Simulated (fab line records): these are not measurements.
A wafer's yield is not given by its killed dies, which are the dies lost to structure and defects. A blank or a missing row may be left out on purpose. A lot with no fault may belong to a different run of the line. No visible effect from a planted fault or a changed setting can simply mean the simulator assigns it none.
Which tool was responsible? | flow n5Finfet | Sampling: 8 lots, 24 wafers, 6 of 1938 route steps

== WHAT THE GAUGES READ, wafer by wafer ==
N5_SD_ACTIVATION_RS_MEAS_03: measures by four-point-probe. Usual: RS_SD_N 21.99 ohm/sq, standard deviation 0.3; RS_SD_P 56.3 ohm/sq, standard deviation 0.82.
lot  | measured    | on           | RS_SD_N (ohm/sq)  | RS_SD_P (ohm/sq)  | flag
L872 | day 3 15:18 | filmMetro-02 | 21.97 22.04 22.11 | 56.0 55.7 56.4    | 
L873 | day 3 22:29 | filmMetro-02 | 22.09 22.12 22.41 | 56.3 57.2 57.3    | 
L886 | day 7 03:01 | filmMetro-01 | 22.16 22.23 22.35 | 115.0 114.1 114.5 | OFF
L888 | day 7 22:59 | filmMetro-02 | 22.30 22.26 21.99 | 113.3 111.8 113.8 | OFF
L891 | day 8 04:34 | filmMetro-01 | 21.92 21.40 21.89 | 117.4 117.9 115.8 | OFF
L893 | day 8 16:19 | filmMetro-02 | 21.59 21.38 21.73 | 54.4 55.3 54.7    | 
L894 | day 9 01:08 | filmMetro-01 | 22.05 22.44 22.31 | 56.9 57.0 56.4    | 
L895 | day 9 05:08 | filmMetro-02 | 21.76 21.94 21.71 | 55.6 55.6 55.7    | 

N5_BEOL_M4_RC_MEAS_101. Usual: DIBL_N 36.4 mV/V, standard deviation 1.9; DIBL_P 35.8 mV/V, standard deviation 2.1; IOFF_N 0.158 nA/um, standard deviation 0.029; IOFF_P 0.21 nA/um, standard deviation 0.035; IOFF_P_85C 3.6 nA/um, standard deviation 0.51; IOFF_P_LIN 0.101 nA/um, standard deviation 0.013; ION_N 676 uA/um, standard deviation 14; ION_P 465 uA/um, standard deviation 9.7; RC_DENSE_P 23.7 ohm.um, standard deviation 0.64; RC_P 19.4 ohm.um, standard deviation 0.52; REXT_P 100.8 ohm.um, standard deviation 2.2; RS_SD_P 66.2 ohm/sq, standard deviation 0.94; SS_N 71.5 mV/dec, standard deviation 0.66; SS_P 73.4 mV/dec, standard deviation 0.7; VT_N 249.8 mV, standard deviation 3; VT_P -250 mV, standard deviation 3.3; VT_P_LVT -98.6 mV, standard deviation 2.8.
lot  | measured     | on        | DIBL_N (mV/V)  | DIBL_P (mV/V)  | IOFF_N (nA/um)    | IOFF_P (nA/um) | IOFF_P_85C (nA/um) | IOFF_P_LIN (nA/um) | ION_N (uA/um) | ION_P (uA/um) | RC_DENSE_P (ohm.um) | RC_P (ohm.um)  | REXT_P (ohm.um)   | RS_SD_P (ohm/sq)  | SS_N (mV/dec)  | SS_P (mV/dec)  | VT_N (mV)         | VT_P (mV)      | VT_P_LVT (mV)        | flag
L872 | day 9 10:20  | prober-01 | 38.5 37.8 37.9 | 39.9 36.8 37.4 | 0.219 0.196 0.190 | 0.27 0.21 0.21 | 4.4 3.6 3.6        | 0.116 0.097 0.098  | 677 677 665   | 463 455 452   | 23.8 24.1 24.1      | 19.3 19.6 19.7 | 98.3 99.2 98.9    | 66.4 65.7 65.9    | 71.9 72.8 72.8 | 75.0 73.8 74.1 | 242.7 249.7 250.0 | -249 -251 -253 | -96.6 -99.6 -100.0   | 
L873 | day 9 11:25  | prober-01 | 34.4 33.5 34.8 | 34.7 33.8 35.7 | 0.131 0.116 0.143 | 0.20 0.19 0.22 | 3.6 3.5 3.9        | 0.102 0.099 0.110  | 649 652 674   | 451 456 473   | 23.9 23.6 23.6      | 19.8 19.2 19.2 | 103.6 102.5 102.0 | 66.3 66.2 67.0    | 71.3 70.9 71.7 | 73.2 73.1 73.1 | 250.7 254.2 250.6 | -249 -249 -248 | -97.3 -97.3 -95.6    | 
L886 | day 12 18:08 | prober-01 | 36.4 36.7 36.3 | 31.4 31.9 29.7 | 0.190 0.190 0.168 | 0.13 0.13 0.11 | 2.5 2.5 2.2        | 0.071 0.071 0.062  | 687 686 662   | 417 411 405   | 41.5 41.2 40.8      | 33.8 33.7 33.3 | 172.8 170.4 170.8 | 127.7 127.3 126.3 | 71.2 71.8 71.9 | 72.5 72.0 71.3 | 245.3 244.6 247.2 | -260 -257 -259 | -102.4 -103.3 -105.2 | OFF
L888 | day 13 14:19 | prober-02 | 37.2 35.7 38.0 | 31.3 28.6 31.1 | 0.184 0.157 0.185 | 0.14 0.12 0.13 | 2.6 2.2 2.5        | 0.075 0.066 0.072  | 702 689 687   | 430 417 416   | 39.9 40.7 40.1      | 32.5 33.0 32.8 | 171.1 173.5 174.6 | 126.7 125.6 128.9 | 71.8 71.6 72.3 | 72.4 71.7 72.6 | 245.4 246.4 245.8 | -256 -258 -258 | -103.8 -105.1 -104.6 | OFF
L891 | day 14 12:35 | prober-02 | 37.4 34.5 38.1 | 32.2 27.6 33.1 | 0.166 0.117 0.185 | 0.12 0.09 0.13 | 2.2 1.7 2.3        | 0.061 0.050 0.064  | 686 664 688   | 412 401 413   | 41.4 40.4 40.4      | 33.6 33.1 32.8 | 175.9 177.9 175.7 | 129.4 132.3 129.5 | 72.2 71.0 71.3 | 72.7 71.7 72.6 | 249.1 253.6 248.7 | -262 -265 -262 | -110.5 -113.3 -110.4 | OFF
L893 | day 14 17:02 | prober-01 | 36.4 37.4 35.7 | 37.0 37.0 35.5 | 0.159 0.168 0.139 | 0.23 0.22 0.21 | 3.9 3.9 3.5        | 0.106 0.107 0.100  | 691 676 679   | 473 466 472   | 23.6 24.2 24.5      | 19.0 19.9 20.0 | 99.8 100.5 100.2  | 65.2 65.9 65.1    | 70.7 71.6 71.5 | 73.3 73.9 73.3 | 250.1 248.1 253.4 | -250 -250 -250 | -97.5 -97.5 -98.5    | 
L894 | day 14 22:58 | prober-02 | 37.2 35.6 36.6 | 37.9 36.8 37.2 | 0.162 0.142 0.151 | 0.22 0.20 0.22 | 3.8 3.5 3.8        | 0.103 0.098 0.104  | 671 679 670   | 459 464 461   | 23.6 23.3 23.8      | 19.2 18.9 19.4 | 102.0 100.8 99.7  | 66.6 66.7 66.2    | 72.3 71.2 71.8 | 73.8 72.9 73.7 | 250.7 250.5 252.0 | -250 -249 -248 | -99.2 -99.2 -99.0    | 
L895 | day 15 10:07 | prober-01 | 33.6 31.6 30.2 | 33.7 31.8 30.0 | 0.126 0.110 0.091 | 0.18 0.16 0.14 | 3.2 2.9 2.6        | 0.093 0.084 0.078  | 668 667 652   | 463 462 455   | 22.8 22.6 23.1      | 18.6 18.4 19.0 | 97.3 97.2 98.7    | 65.6 65.7 66.1    | 72.0 70.6 70.8 | 72.9 72.2 71.9 | 252.8 253.3 257.4 | -250 -254 -254 | -99.2 -102.1 -102.4  | 

== WHICH TOOL RAN EACH LOT (tool, then ch and the chambers of the sampled wafers, then the start) ==
lot  | N5_SD_EPI_P_ETCH_37              | N5_SD_EPI_P_ETCH_47              | N5_SD_EPI_P_ETCH_16              | N5_SD_EPI_P_EPI_21
L872 | rieDiel-02 ch 1,2,3, day 3 10:16 | rieDiel-02 ch 1,2,3, day 3 10:41 | rieDiel-02 ch 1,2,3, day 3 10:47 | epiRpcvd-01 ch 0, day 3 11:38
L873 | rieDiel-06 ch 2,3, day 3 17:32   | rieDiel-06 ch 2,3, day 3 17:58   | rieDiel-06 ch 2,3, day 3 18:04   | epiRpcvd-01 ch 0, day 3 19:23
L886 | rieDiel-06 ch 0,2,3, day 6 22:58 | rieDiel-06 ch 0,2,3, day 6 23:23 | rieDiel-06 ch 0,2,3, day 6 23:29 | epiRpcvd-01 ch 0, day 7 00:13
L888 | rieDiel-01 ch 1,2,3, day 7 16:47 | rieDiel-01 ch 1,2,3, day 7 17:13 | rieDiel-01 ch 1,2,3, day 7 17:19 | epiRpcvd-01 ch 0, day 7 18:23
L891 | rieDiel-02 ch 0,3, day 7 23:54   | rieDiel-02 ch 0,3, day 8 00:20   | rieDiel-02 ch 0,3, day 8 00:26   | epiRpcvd-01 ch 0, day 8 01:11
L893 | rieDiel-06 ch 0,1,3, day 8 12:03 | rieDiel-06 ch 0,1,3, day 8 12:29 | rieDiel-06 ch 0,1,3, day 8 12:35 | epiRpcvd-02 ch 0, day 8 13:29
L894 | rieDiel-01 ch 1,2,3, day 8 20:43 | rieDiel-01 ch 1,2,3, day 8 21:08 | rieDiel-01 ch 1,2,3, day 8 21:14 | epiRpcvd-04 ch 0, day 8 22:20
L895 | rieDiel-06 ch 1,2,3, day 9 01:05 | rieDiel-06 ch 1,2,3, day 9 01:31 | rieDiel-06 ch 1,2,3, day 9 01:37 | epiRpcvd-02 ch 0, day 9 02:20
- N5_SD_EPI_P_ETCH_37: etches SOC in N2/H2, overetch 108 nm, time 486 s.
- N5_SD_EPI_P_ETCH_47: etches SiOCN in CH3F/O2, target depth 25 nm.
- N5_SD_EPI_P_ETCH_16: etches SiO2 in CHF3/O2, target depth 5 nm.
- N5_SD_EPI_P_EPI_21: deposits SiGe:B, time 355 s.

== WHAT THE TOOLS THEMSELVES READ (means of the sampled wafers that have a number; where no wafer has one, the mark that the record gives instead) ==
N5_SD_EPI_P_ETCH_37. Usual: for drypumpMotorCurrentA, 6.0 A with a standard deviation of 0.43; for oesProductAu, 0.67 a.u. with a standard deviation of 0.041; for rfFwdPowerW, 2997 W with a standard deviation of 8.6; for rfVppV, 240.3 V with a standard deviation of 1.2; for showerheadPlenumPTorr, 2.51 Torr with a standard deviation of 0.086; for tempC, 39.98 C with a standard deviation of 0.11; for throttleValvePct, 23.95 % with a standard deviation of 0.26.
lot  | tool       | drypumpMotorCurrentA (A) | oesProductAu (a.u.) | rfFwdPowerW (W) | rfVppV (V) | showerheadPlenumPTorr (Torr) | tempC (C) | throttleValvePct (%) | flag
L872 | rieDiel-02 | 6.1                      | 0.71                | 3004            | 239.7      | 2.49                         | 39.90     | 23.98                | 
L873 | rieDiel-06 | 5.9                      | 0.68                | 3007            | 240.4      | 2.58                         | 39.98     | 23.97                | 
L886 | rieDiel-06 | 6.1                      | 0.65                | 2995            | 241.2      | 2.52                         | 40.01     | 23.88                | 
L888 | rieDiel-01 | 5.8                      | 0.65                | 2996            | 240.3      | 2.53                         | 39.94     | 24.04                | 
L891 | rieDiel-02 | 6.4                      | 0.73                | 2999            | 240.5      | 2.52                         | 39.87     | 24.11                | 
L893 | rieDiel-06 | 6.2                      | 0.66                | 2989            | 239.4      | 2.42                         | 39.98     | 23.75                | 
L894 | rieDiel-01 | 5.7                      | 0.65                | 2993            | 240.3      | 2.53                         | 39.98     | 24.05                | 
L895 | rieDiel-06 | 6.1                      | 0.67                | 2988            | 240.5      | 2.46                         | 40.02     | 23.88                | 

N5_SD_EPI_P_ETCH_47. Usual: for drypumpMotorCurrentA, 6.0 A with a standard deviation of 0.43; for oes_o_777_au, 0.75 a.u. with a standard deviation of 0.05; for oesProductAu, 0.74 a.u. with a standard deviation of 0.049; for rfFwdPowerW, 408.4 W with a standard deviation of 1.3; for rfVppV, 127.7 V with a standard deviation of 1.7; for showerheadPlenumPTorr, 1.97 Torr with a standard deviation of 0.07; for throttleValvePct, 16.42 % with a standard deviation of 0.21.
lot  | tool       | drypumpMotorCurrentA (A) | oes_o_777_au (a.u.) | oesProductAu (a.u.) | rfFwdPowerW (W) | rfVppV (V) | showerheadPlenumPTorr (Torr) | throttleValvePct (%) | flag
L872 | rieDiel-02 | 6.1                      | 0.79                | 0.78                | 408.6           | 127.4      | 1.96                         | 16.39                | 
L873 | rieDiel-06 | 5.9                      | 0.73                | 0.74                | 409.9           | 128.0      | 2.02                         | 16.35                | 
L886 | rieDiel-06 | 6.1                      | 0.71                | 0.71                | 408.4           | 127.3      | 1.98                         | 16.40                | 
L888 | rieDiel-01 | 5.7                      | 0.74                | 0.73                | 408.9           | 128.0      | 1.99                         | 16.51                | 
L891 | rieDiel-02 | 6.4                      | 0.82                | 0.81                | 409.9           | 126.4      | 1.99                         | 16.42                | 
L893 | rieDiel-06 | 6.2                      | 0.73                | 0.73                | 408.7           | 127.8      | 1.90                         | 16.34                | 
L894 | rieDiel-01 | 5.7                      | 0.73                | 0.72                | 409.8           | 128.0      | 1.99                         | 16.52                | 
L895 | rieDiel-06 | 6.1                      | 0.73                | 0.73                | 409.2           | 128.8      | 1.93                         | 16.35                | 

N5_SD_EPI_P_ETCH_16. Usual: CHF3_flow_sccm 49.99 sccm, standard deviation 0.16; drypumpMotorCurrentA 6.0 A, standard deviation 0.44; oes_o_777_au 0.75 a.u., standard deviation 0.048; oesProductAu 0.74 a.u., standard deviation 0.049; rfFwdPowerW 643 W, standard deviation 3.1; rfVppV 526 V, standard deviation 6.7; showerheadPlenumPTorr 2.38 Torr, standard deviation 0.081; throttleValvePct 18.98 %, standard deviation 0.21.
lot  | tool       | CHF3_flow_sccm (sccm) | drypumpMotorCurrentA (A) | oes_o_777_au (a.u.) | oesProductAu (a.u.) | rfFwdPowerW (W) | rfVppV (V) | showerheadPlenumPTorr (Torr) | throttleValvePct (%) | flag
L872 | rieDiel-02 | 50.00                 | 6.1                      | 0.80                | 0.79                | 644             | 523        | 2.37                         | 18.97                | 
L873 | rieDiel-06 | 49.98                 | 6.0                      | 0.75                | 0.75                | 646             | 527        | 2.43                         | 18.89                | 
L886 | rieDiel-06 | 50.03                 | 6.1                      | 0.72                | 0.70                | 644             | 525        | 2.38                         | 18.91                | 
L888 | rieDiel-01 | 49.98                 | 5.8                      | 0.74                | 0.73                | 645             | 524        | 2.40                         | 19.07                | 
L891 | rieDiel-02 | 50.15                 | 6.4                      | 0.82                | 0.81                | 642             | 520        | 2.39                         | 19.00                | 
L893 | rieDiel-06 | 49.96                 | 6.2                      | 0.73                | 0.72                | 644             | 526        | 2.29                         | 18.88                | 
L894 | rieDiel-01 | 49.98                 | 5.7                      | 0.73                | 0.72                | 643             | 525        | 2.40                         | 19.09                | 
L895 | rieDiel-06 | 50.22                 | 6.1                      | 0.74                | 0.74                | 645             | 529        | 2.33                         | 18.91                | 

== THE ANSWER, worked out from the rows above alone ==
Rule: a lot is off if the mean of its wafers that have a number lies more than 3 standard deviations from the usual mean. A lot without any number at a reading at which 4 lots or more have one is off too. Where the step has rows for the other lots, those lots are counted as sound. After the gauges, taken in route order, come the tools' own readings; for these a lot's mean is taken, as printed above. At the first step where some lot is off, the reading lying furthest off is the one used; lots without a number count as furthest.
Off: L886, L888, L891, at N5_SD_ACTIVATION_RS_MEAS_03 (RS_SD_P).
A tool fits if, at a process step before that reading, it ran every lot that is off, and no sound lot after the first of them. Not tried: the gauges at N5_SD_ACTIVATION_RS_MEAS_03; whatever is off there is also off at N5_BEOL_M4_RC_MEAS_101, on other tools, and gauge error can't account for it. One fits: N5_SD_EPI_P_EPI_21 on epiRpcvd-01. Its last sound lot is L873 (day 3 19:23), its first lot that is off L886 (day 7 00:13): a fault that began between those two fits.

== WHAT HAD BEEN PUT IN BY THE SIMULATOR ==
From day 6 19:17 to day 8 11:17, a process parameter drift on epiRpcvd-01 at N5_SD_EPI_P_EPI_21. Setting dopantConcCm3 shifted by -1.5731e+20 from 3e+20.
Shown lots that were struck: L886, L888, L891. The rule above found the same.
